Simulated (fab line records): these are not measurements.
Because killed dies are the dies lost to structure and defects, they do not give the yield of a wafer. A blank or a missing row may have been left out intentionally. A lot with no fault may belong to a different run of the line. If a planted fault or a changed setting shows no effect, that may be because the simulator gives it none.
fab line records	flow n5_finfet
[record] lots = 10	wafers = 28	last_day = 17
route steps=1938 shown BEOL_M4@1111 BEOL_M6@1211 PASSIVATION@1936
lots untouched by any fault: they come from a run of this same line in which no faults occurred
start_h: hours from the record's first day to the start of the lot's first wafer shown	wait_h: hours from the lot's prior step to this one	" same as the row above	L1.1+2: a single row standing in for several wafers	- no value, or no start was given	* or withheld: withheld	< > ~ a bound
route shown NAME@n: names a module that has steps shown in the file, with the first one's number in the route	usual: the fault-free wafers' mean and standard deviation	same: alike in all rows	chamber/n: place in a boat	sites: per-site readings	_std_site: standard deviation of those values	_edge_site: inner sites' mean taken away from outer sites' mean	radius_mm: how far each site lies from the wafer's centre	mask NAME#n: copy n	behind: the last tool/chamber to shape the wafer	hold: the reason the lot was held/the length of the hold in hours/how it ended	device: names the non-switching transistor (n, p or np)	end of line: the route-end tests of the same wafers	for a step that has no rows: nothing shown but its recipe	killed: at the first sort, the dies lost to defects and structure; wafer yield is something else	map: the dies of a wafer, with x for killed, . for not killed, _ for no die there
set.NAME: setting as actually run; set.NAME@STEP: the setting as run at that earlier step	model.NAME: the simulator's own value behind a step, which no gauge read
a sample of lots followed through the steps of the route, with each step as a table and each wafer as a row
services: a tool's chamber out of use, with start hour (start_h, from the record's first day; less than 0 if before it), hours out, and reason
[[steps]]
[step N5_BEOL_M4_RC_MEAS_101]
[usual] DIBL_N = 36.3/1.6	DIBL_P = 36.2/2	IOFF_N = 0.160/0.028	IOFF_P = 0.21/0.036	ION_N = 677/11	ION_P = 465/6.9	SS_N = 71.5/0.55	SS_P = 73.3/0.64	VT_N = 250/3	VT_P = -250/3.5
lot.wafer	tool	chamber	start_h	wait_h	DIBL_N[mV/V]	DIBL_P[mV/V]	IOFF_N[nA/um]	IOFF_P[nA/um]	ION_N[uA/um]	ION_P[uA/um]	SS_N[mV/dec]	SS_P[mV/dec]	VT_N[mV]	VT_P[mV]
L583.1	prober-01	0	172.22	0.0	32.7	32.0	0.112	0.15	668	454	70.4	72.0	253	-257
L583.3	"	0	"	"	35.3	35.6	0.149	0.19	671	462	71.5	72.9	249	-253
L585.1	prober-01	0	200.16	0.0	33.3	33.7	0.114	0.15	660	456	70.6	72.6	256	-255
L585.2	"	0	"	"	34.5	34.8	0.136	0.17	679	470	70.5	72.8	255	-252
L585.5	"	0	"	"	34.5	33.9	0.139	0.16	669	457	71.2	73.1	252	-254
L593.2	prober-02	0	240.42	0.2	37.0	34.4	0.143	0.18	663	460	71.6	73.0	253	-253
L593.4	"	0	"	"	35.0	33.2	0.127	0.17	668	463	70.7	72.5	253	-256
L593.6	"	0	"	"	35.2	32.7	0.130	0.16	673	459	71.0	72.9	254	-257
L594.1	prober-01	0	242.18	0.0	37.0	36.9	0.165	0.19	680	460	72.2	73.3	249	-254
L594.3	"	0	"	"	36.2	37.5	0.169	0.20	685	469	71.6	73.2	251	-252
L594.6	"	0	"	"	37.1	37.5	0.171	0.20	691	471	72.1	74.1	249	-256
L595.1	prober-01	0	245.65	0.0	37.1	37.1	0.172	0.22	685	467	71.9	73.7	251	-254
L595.5	"	0	"	"	36.4	36.7	0.171	0.21	678	462	72.1	73.8	249	-251
L595.6	"	0	"	"	37.3	37.1	0.188	0.21	676	463	71.7	73.6	249	-252
L596.3	prober-01	0	275.85	0.3	39.2	41.0	0.242	0.30	688	471	72.4	74.4	243	-245
L596.4	"	0	"	"	36.6	37.4	0.177	0.23	682	470	72.3	73.9	247	-248
L596.5	"	0	"	"	36.7	37.9	0.181	0.24	679	469	72.8	73.5	247	-246
L598.1	prober-02	0	276.75	0.0	34.3	35.0	0.128	0.18	662	465	71.2	72.5	253	-251
L598.2	"	0	"	"	33.1	34.0	0.112	0.17	660	458	71.3	72.6	255	-252
L598.4	"	0	"	"	35.6	37.1	0.155	0.21	689	472	71.4	73.0	249	-252
L597.2	prober-01	0	277.53	0.2	35.6	35.3	0.145	0.19	679	464	71.6	72.9	250	-253
L597.5	"	0	"	"	36.2	35.9	0.151	0.20	674	459	71.7	73.0	250	-252
L597.6	"	0	"	"	33.8	34.1	0.119	0.16	669	461	70.7	71.9	253	-253
L603.3	prober-01	0	306.05	0.3	36.7	35.4	0.172	0.21	682	463	71.5	73.3	247	-250
L603.6	"	0	"	"	35.5	34.4	0.151	0.20	684	465	71.0	73.7	246	-248
L604.1	prober-02	0	309.49	0.0	36.5	36.4	0.155	0.19	671	453	72.0	73.5	250	-254
L604.3	"	0	"	"	35.6	35.2	0.144	0.16	678	456	71.4	73.4	251	-257
L604.4	"	0	"	"	36.0	35.8	0.139	0.17	670	452	71.6	73.5	249	-253
[step N5_BEOL_M6_ETCH_61]
[recipe] chemistry = CF4	target = SiARC	target_depth_a = 455	mask_material = CAR-ArF	time_s = 75.8	ion_energy_ev = 80	pressure_mtorr = 40	source_w = 545	bias_w = 36	Ar_flow_sccm = 100	cf4_flow_sccm = 100	ends = cleared
[usual] drypump_motor_current_A = 5.7/0.39	etch_rf_on_time_s = 74.1/2.2	oes_product_au = 0.71/0.042	rf_vpp_V = 184.6/1	showerhead_plenum_p_Torr = 2.18/0.063	throttle_valve_pct = 15.48/0.26
lot.wafer	tool	chamber	start_h	wait_h	drypump_motor_current_A	etch_rf_on_time_s	oes_product_au	rf_hours_counter_h	rf_vpp_V	showerhead_plenum_p_Torr	throttle_valve_pct
L583.1	rie_diel-03	3	191.38	0.0	5.6	74.1	0.71	58	186.0	2.17	15.32
L583.3	"	2	"	"	5.5	73.9	0.76	41	186.1	2.26	15.67
L585.1	rie_diel-03	1	215.45	0.0	5.6	73.0	0.77	26	185.6	2.26	15.44
L585.2	"	2	"	"	5.5	74.2	0.75	49	185.7	2.26	15.69
L585.5	"	0	"	"	6.2	77.2	0.69	-	185.4	2.15	15.88
L593.2	rie_diel-06	1	256.06	0.0	6.1	74.0	0.66	129	182.2	2.06	15.61
L593.4	"	0	"	"	6.1	77.4	0.68	82	184.2	2.24	15.12
L593.6	"	0	"	"	6.1	76.7	0.69	-	186.8	2.24	15.12
L594.1	rie_diel-03	1	259.31	0.0	5.6	72.7	0.76	41	185.9	2.26	15.47
L594.3	"	2	"	"	5.5	73.1	0.74	63	184.7	2.25	15.72
L594.6	"	0	"	"	6.1	78.0	0.67	-	183.0	2.15	15.90
L595.1	rie_diel-03	0	261.87	0.0	6.1	76.8	0.67	125	184.8	2.15	15.89
L595.5	"	2	"	"	5.5	72.7	0.74	-	186.4	2.25	15.73
L595.6	"	3	"	"	5.6	74.9	0.69	-	183.2	2.16	15.37
L598.1	rie_diel-06	1	290.95	0.0	6.1	74.3	0.65	140	183.3	2.06	15.64
L598.2	"	2	"	"	5.1	73.4	0.70	69	184.1	2.16	15.18
L598.4	"	3	"	"	5.8	70.1	0.70	112	184.1	2.24	15.47
L597.2	rie_diel-06	3	292.76	0.0	5.8	70.5	0.70	112	185.4	2.24	15.48
L597.5	"	2	"	"	5.1	74.5	0.69	-	185.9	2.16	15.17
L597.6	"	1	"	"	6.1	75.7	0.64	-	182.9	2.06	15.64
L596.3	rie_diel-02	3	293.02	0.0	4.9	74.4	0.66	130	183.5	2.15	15.37
L596.4	"	2	"	"	5.6	71.4	0.81	16	183.7	2.09	15.24
L596.5	"	0	"	"	6.5	74.2	0.73	-	183.8	2.10	15.86
L603.3	rie_diel-03	3	321.64	0.0	5.7	75.5	0.67	104	183.7	2.15	15.41
L603.6	"	3	"	"	5.6	75.9	0.67	-	185.1	2.15	15.41
L604.1	rie_diel-02	3	325.71	0.0	4.9	75.6	0.65	141	184.8	2.15	15.36
L604.3	"	1	"	"	5.7	74.2	0.75	37	184.1	2.18	15.25
L604.4	"	0	"	"	6.5	74.7	0.72	81	184.0	2.10	15.89
[step N5_BEOL_M6_ETCH_41]
[recipe] chemistry = CH3F/O2	target = SiCN	target_depth_a = 297	taper_deg = 2	time_s = 52	ion_energy_ev = 120	mask_material = TiN	pressure_mtorr = 30	source_w = 395	bias_w = 75	Ar_flow_sccm = 150	CH3F_flow_sccm = 30	O2_flow_sccm = 20
[usual] drypump_motor_current_A = 5.7/0.43	oes_product_au = 0.83/0.059	rf_vpp_V = 298.2/1.5	showerhead_plenum_p_Torr = 2.03/0.061	throttle_valve_pct = 16.20/0.25
lot.wafer	tool	chamber	start_h	wait_h	drypump_motor_current_A	oes_product_au	rf_hours_counter_h	rf_vpp_V	showerhead_plenum_p_Torr	throttle_valve_pct
L583.1	rie_diel-02	2	-	-	5.6	0.67	249	296.3	1.97	16.49
L583.3	"	3	"	"	4.9	0.81	91	298.3	2.03	16.00
L585.1	rie_diel-06	2	-	-	5.1	0.85	46	298.9	2.03	15.88
L585.2	"	1	"	"	6.1	0.78	117	296.4	1.93	16.30
L585.5	"	1	"	"	6.1	0.78	-	295.7	1.93	16.30
L593.2	rie_diel-02	1	-	-	5.7	0.93	14	299.4	2.04	15.90
L593.4	"	3	"	"	4.9	0.77	119	297.3	2.02	16.05
L593.6	"	1	"	"	5.7	0.93	-	297.8	2.04	15.89
L594.1	rie_diel-03	0	-	-	6.1	0.79	125	298.0	2.02	16.68
L594.3	"	2	"	"	5.5	0.86	63	299.6	2.10	16.43
L594.6	"	3	"	"	5.6	0.82	-	297.6	2.02	16.14
L595.1	rie_diel-03	1	-	-	5.6	0.87	44	300.4	2.10	16.10
L595.5	"	0	"	"	6.2	0.79	-	298.1	2.02	16.69
L595.6	"	1	"	"	5.7	0.87	-	300.6	2.10	16.11
L598.1	rie_diel-06	0	-	-	6.1	0.80	95	298.9	2.10	15.92
L598.2	"	1	"	"	6.1	0.75	141	295.8	1.92	16.35
L598.4	"	2	"	"	5.1	0.82	69	297.7	2.03	15.94
L597.2	rie_diel-02	0	-	-	6.5	0.86	71	296.9	1.95	16.57
L597.5	"	2	"	"	5.6	0.95	-	296.7	1.96	16.00
L597.6	"	1	"	"	5.7	0.90	-	297.2	2.04	15.93
L596.3	rie_diel-06	1	-	-	6.1	0.74	142	295.9	1.92	16.33
L596.4	"	3	"	"	5.8	0.81	113	299.9	2.10	16.16
L596.5	"	3	"	"	5.8	0.81	-	299.0	2.10	16.17
L603.3	rie_diel-06	3	-	-	5.8	0.82	123	300.5	2.09	16.17
L603.6	"	0	"	"	6.1	0.79	-	299.5	2.09	15.94
L604.1	rie_diel-06	0	-	-	6.1	0.79	107	300.0	2.09	15.93
L604.3	"	1	"	"	6.1	0.74	152	295.4	1.92	16.37
L604.4	"	2	"	"	5.1	0.81	81	297.9	2.02	15.97
[step N5_BEOL_M6_STRIP_80]
[recipe] chemistry = N2/H2	time_s = 10	power_w = 450	temp_c = 40	pressure_mtorr = 20	rf_frequency_hz = 6e+07	bias_power_w = 7	n2_flow_sccm = 200	h2_flow_sccm = 200
[usual] bias_power_w = 6.999/0.02	chamber_pressure_mTorr = 20.001/0.02	drypump_motor_current_A = 5.7/0.43	oes_product_au = 0.83/0.061	rf_vpp_V = 59.3/0.78	showerhead_plenum_p_Torr = 2.58/0.087	throttle_valve_pct = 23.6/0.37
lot.wafer	tool	chamber	start_h	wait_h	bias_power_w	chamber_pressure_mTorr	drypump_motor_current_A	oes_product_au	rf_hours_counter_h	rf_vpp_V	showerhead_plenum_p_Torr	throttle_valve_pct
L583.1	rie_diel-02	2	193.06	-	6.952	20.001	5.6	0.67	249	58.3	2.48	23.8
L583.3	"	3	"	"	6.966	19.976	4.9	0.81	91	59.6	2.57	23.4
L585.1	rie_diel-06	2	216.78	-	6.995	20.040	5.1	0.87	46	58.7	2.59	23.4
L585.2	"	1	"	"	7.014	20.007	6.1	0.76	117	59.0	2.43	23.3
L585.5	"	1	"	"	7.027	19.986	6.1	0.76	-	59.3	2.43	23.3
L593.2	rie_diel-02	1	258.85	-	7.002	20.015	5.7	0.92	14	60.3	2.59	23.2
L593.4	"	3	"	"	7.011	20.021	4.9	0.78	119	58.6	2.56	23.4
L593.6	"	1	"	"	7.039	20.012	5.7	0.94	-	59.6	2.59	23.2
L594.1	rie_diel-03	0	260.77	-	7.010	19.964	6.1	0.80	125	59.8	2.55	24.2
L594.3	"	2	"	"	7.027	20.019	5.5	0.86	63	59.6	2.70	24.2
L594.6	"	3	"	"	7.003	20.019	5.6	0.81	-	58.4	2.57	23.8
L595.1	rie_diel-03	1	264.82	-	-	-	-	-	-	-	-	-
L595.5	"	0	"	"	-	-	-	-	-	-	-	-
L595.6	"	1	"	"	-	-	-	-	-	-	-	-
L598.1	rie_diel-06	0	292.20	-	-	-	-	-	-	-	-	-
L598.2	"	1	"	"	-	-	-	-	-	-	-	-
L598.4	"	2	"	"	-	-	-	-	-	-	-	-
L597.2	rie_diel-02	0	294.97	-	-	-	-	-	-	-	-	-
L597.5	"	2	"	"	-	-	-	-	-	-	-	-
L597.6	"	1	"	"	-	-	-	-	-	-	-	-
L596.3	rie_diel-06	1	295.96	-	7.014	20.002	6.1	0.74	142	58.8	2.42	23.4
L596.4	"	3	"	"	7.039	19.992	5.8	0.79	113	58.6	2.66	23.4
L596.5	"	3	"	"	7.038	20.010	5.8	0.80	-	59.5	2.66	23.4
L603.3	rie_diel-06	3	322.99	-	7.008	20.011	5.8	0.80	123	59.5	2.65	23.4
L603.6	"	0	"	"	6.963	19.968	6.1	0.79	-	58.9	2.68	23.5
L604.1	rie_diel-06	0	326.98	-	6.993	19.955	6.1	0.79	107	58.9	2.68	23.5
L604.3	"	1	"	"	6.992	20.009	6.1	0.73	152	58.8	2.41	23.4
L604.4	"	2	"	"	7.004	19.993	5.1	0.81	81	58.9	2.57	23.4
[step N5_BEOL_M6_SURFACE_TREAT_79]
[recipe] gas = Ar	time_s = *	ion_energy_ev = *	ion_current_ma_cm2 = 0.5	pressure_mtorr = *	ar_flow_sccm = 30
[usual] throttle_valve_pct = *
lot.wafer	tool	chamber	start_h	wait_h	throttle_valve_pct
L583.1	pvd_sputter-01	-	195.34	0.2	*
L583.3	"	-	"	"	*
L585.1	pvd_sputter-02	-	218.67	0.6	*
L585.2	"	-	"	"	*
L585.5	"	-	"	"	*
L593.2	pvd_sputter-02	-	260.17	0.3	*
L593.4	"	-	"	"	*
L593.6	"	-	"	"	*
L594.1	pvd_sputter-03	-	262.07	0.2	*
L594.3	"	-	"	"	*
L594.6	"	-	"	"	*
L595.1	pvd_sputter-03	-	266.10	0.3	*
L595.5	"	-	"	"	*
L595.6	"	-	"	"	*
L598.1	pvd_sputter-02	-	293.42	0.2	*
L598.2	"	-	"	"	*
L598.4	"	-	"	"	*
L597.2	pvd_sputter-01	-	296.58	0.2	*
L597.5	"	-	"	"	*
L597.6	"	-	"	"	*
L596.3	pvd_sputter-02	-	297.14	0.2	*
L596.4	"	-	"	"	*
L596.5	"	-	"	"	*
L603.3	pvd_sputter-01	-	325.58	0.2	*
L603.6	"	-	"	"	*
L604.1	pvd_sputter-01	-	328.69	0.2	*
L604.3	"	-	"	"	*
L604.4	"	-	"	"	*
[step N5_PASSIVATION_PROBE_49]
[usual] defect_limited_yield = 91.2/1.5	killed_at_M0_to_M3 = 36/10	killed_at_M4_up = 13/6	killed_at_contacts = 11/5.2	killed_at_front_end = 40/11	killed_at_other = 3.1/2.9	killed_dies = 104/17	killed_open = 66/12	killed_short = 34/7.7	sort_bin_5_function = 5.1/0.91	sort_bin_6_memory = 3.2/0.67	sort_n_pass = 1076/17	sort_yield_pct = 91.2/1.5
[same] gross_dies = 1180	killed_at_back_side = 0	sort_bin_4_leakage[%] = 0	sort_bin_8_speed[%] = 0
lot.wafer	tool	chamber	start_h	wait_h	defect_limited_yield[%]	killed_at_M0_to_M3	killed_at_M4_up	killed_at_contacts	killed_at_front_end	killed_at_other	killed_dies	killed_open	killed_short	sort_bin_5_function[%]	sort_bin_6_memory[%]	sort_n_pass	sort_yield_pct[%]
L595.1	prober-02	-	355.48	0.0	90.3	25	52	7	31	0	115	87	25	5.6	3.6	1065	90.3
L595.5	prober-02	-	355.68	0.2	89.8	32	44	10	34	0	120	85	34	6.6	3.4	1060	89.8
L595.6	prober-02	-	355.73	0.3	87.0	34	59	15	45	0	153	104	49	8.2	4.5	1027	87.0
L598.1	prober-01	-	374.69	0.0	84.1	58	53	17	59	1	188	133	48	9.7	5.2	992	84.1
L598.2	prober-01	-	374.74	0.1	86.0	56	62	5	42	0	165	129	35	8.0	5.6	1015	86.0
L598.4	prober-01	-	374.84	0.2	85.6	44	56	6	56	8	170	121	47	8.9	5.1	1010	85.6
L597.2	prober-01	-	380.20	0.1	86.4	36	62	16	46	1	161	110	51	8.5	4.9	1019	86.4
L597.5	prober-01	-	380.35	0.2	87.7	36	59	8	41	1	145	109	34	6.9	4.7	1035	87.7
L597.6	prober-01	-	380.40	0.3	86.5	31	55	17	55	1	159	108	42	7.0	5.3	1021	86.5
// killed by level:class
L595.1 BEOL_M6:geometric_particle:open=36 FIN_SAQP:geometric_particle:open=7 STARTING-WAFER:geometric_particle:short=7 MOL_CONTACT_COAG:geometric_particle:open=6 BEOL_M6:geometric_particle:short=6 STI_FIN_REVEAL:geometric_particle:open=5 BEOL_M0_SAQP:geometric_particle:open=5 BEOL_M4:geometric_particle:open=5
L595.5 BEOL_M6:geometric_particle:open=27 FIN_SAQP:geometric_particle:open=9 BEOL_M0_SAQP:geometric_particle:open=9 MOL_CONTACT_COAG:geometric_particle:open=9 FIN_SAQP:geometric_particle:short=8 BEOL_M6:geometric_particle:short=6 BEOL_M2:geometric_particle:short=6 BEOL_M0_SAQP:geometric_particle:short=5
L595.6 BEOL_M6:geometric_particle:open=36 BEOL_M6:geometric_particle:short=11 FIN_SAQP:geometric_particle:short=10 STI_FIN_REVEAL:geometric_particle:open=10 MOL_CONTACT_COAG:geometric_particle:open=9 BEOL_M2:geometric_particle:open=8 DUMMY_GATE:geometric_particle:open=7 BEOL_M0_SAQP:geometric_particle:open=6
L598.1 BEOL_M6:geometric_particle:open=36 STI_FIN_REVEAL:geometric_particle:open=15 BEOL_M2:geometric_particle:open=15 MOL_CONTACT_COAG:geometric_particle:open=13 FIN_SAQP:geometric_particle:open=11 BEOL_M0_SAQP:geometric_particle:short=11 DUMMY_GATE:geometric_particle:open=9 BEOL_M3:geometric_particle:open=9
L598.2 BEOL_M6:geometric_particle:open=49 BEOL_M3:geometric_particle:open=13 BEOL_M2:geometric_particle:open=12 STI_FIN_REVEAL:geometric_particle:open=11 BEOL_M0_SAQP:geometric_particle:open=10 BEOL_M0_SAQP:geometric_particle:short=8 BEOL_M1:geometric_particle:open=8 FIN_SAQP:geometric_particle:short=6
L598.4 BEOL_M6:geometric_particle:open=38 BEOL_M1:geometric_particle:open=14 STI_FIN_REVEAL:geometric_particle:open=13 FIN_SAQP:geometric_particle:open=11 BEOL_M3:geometric_particle:open=9 BEOL_M6:geometric_particle:short=8 STI_FIN_REVEAL:geometric_particle:short=7 DUMMY_GATE:geometric_particle:open=6
L597.2 BEOL_M6:geometric_particle:open=45 MOL_CONTACT_COAG:geometric_particle:open=11 BEOL_M0_SAQP:geometric_particle:short=11 DUMMY_GATE:geometric_particle:open=10 BEOL_M6:geometric_particle:short=10 FIN_SAQP:geometric_particle:short=9 GATE_CUT:geometric_particle:short=9 BEOL_M0_SAQP:geometric_particle:open=8
L597.5 BEOL_M6:geometric_particle:open=42 FIN_SAQP:geometric_particle:open=10 BEOL_M0_SAQP:geometric_particle:open=9 BEOL_M2:geometric_particle:open=9 BEOL_M6:geometric_particle:short=9 MOL_CONTACT_COAG:geometric_particle:open=7 FIN_SAQP:geometric_particle:short=6 STI_FIN_REVEAL:geometric_particle:open=6
L597.6 BEOL_M6:geometric_particle:open=39 MOL_CONTACT_COAG:geometric_particle:open=17 FIN_SAQP:geometric_particle:open=10 BEOL_M3:geometric_particle:open=10 BEOL_M6:geometric_particle:short=10 STI_FIN_REVEAL:geometric_particle:open=8 GATE_CUT:geometric_particle:short=8 HKMG_FIN:area_etch=8
[[services]]
tool	chamber	start_h	hours	kind
pvd_sputter-03	-	169.46	17.4	repair
rie_diel-02	2	177.14	9.3	repair
rie_diel-02	1	178.63	14.1	repair
rie_diel-03	1	186.86	6.5	repair
rie_diel-02	1	193.11	-	clean
rie_diel-02	1	193.11	-	consumable_replace:focus_ring
rie_diel-02	1	193.11	25.0	scheduled_down
rie_diel-02	1	193.11	25.0	vent_cycle
rie_diel-03	1	202.38	5.7	repair
rie_diel-03	-	207.12	0.4	repair
rie_diel-02	2	220.79	6.6	repair
rie_diel-02	3	222.10	1.4	repair
rie_diel-02	2	227.67	-	clean
rie_diel-02	2	227.67	-	consumable_replace:focus_ring
rie_diel-02	2	227.67	19.5	scheduled_down
rie_diel-02	2	227.67	19.5	vent_cycle
rie_diel-03	2	246.73	2.6	repair
pvd_sputter-01	-	265.60	4.9	repair
pvd_sputter-02	-	306.05	1.9	repair
rie_diel-06	-	307.32	2.8	pm
[[key]]
[first_sign] step = N5_BEOL_M6_STRIP_80	reading = tool_record	direction = missing
[effect] step = N5_PASSIVATION_PROBE_49	reading = killed_at_M4_up	direction = up	sigmas = 7	usual = 13	struck = 56
[more_kills_born_at] N5_BEOL_M6_STRIP_80@rie_diel-02 = 155	N5_BEOL_M6_STRIP_80@rie_diel-06 = 133	N5_BEOL_M6_STRIP_80@rie_diel-03 = 120
met_at N5_BEOL_M6_STRIP_80
struck_lots L595,L597,L598
not_acting_at N5_BEOL_M6_ETCH_61,N5_BEOL_M6_ETCH_41,N5_BEOL_M6_SURFACE_TREAT_79
onset_between 260.77 264.82
[fault] kind = skipped_step_whole	tool = rie_diel-02,rie_diel-03,rie_diel-06	chamber = -	onset_h = 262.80	steps = N5_BEOL_M6_STRIP_80	scope = struck_lots_only
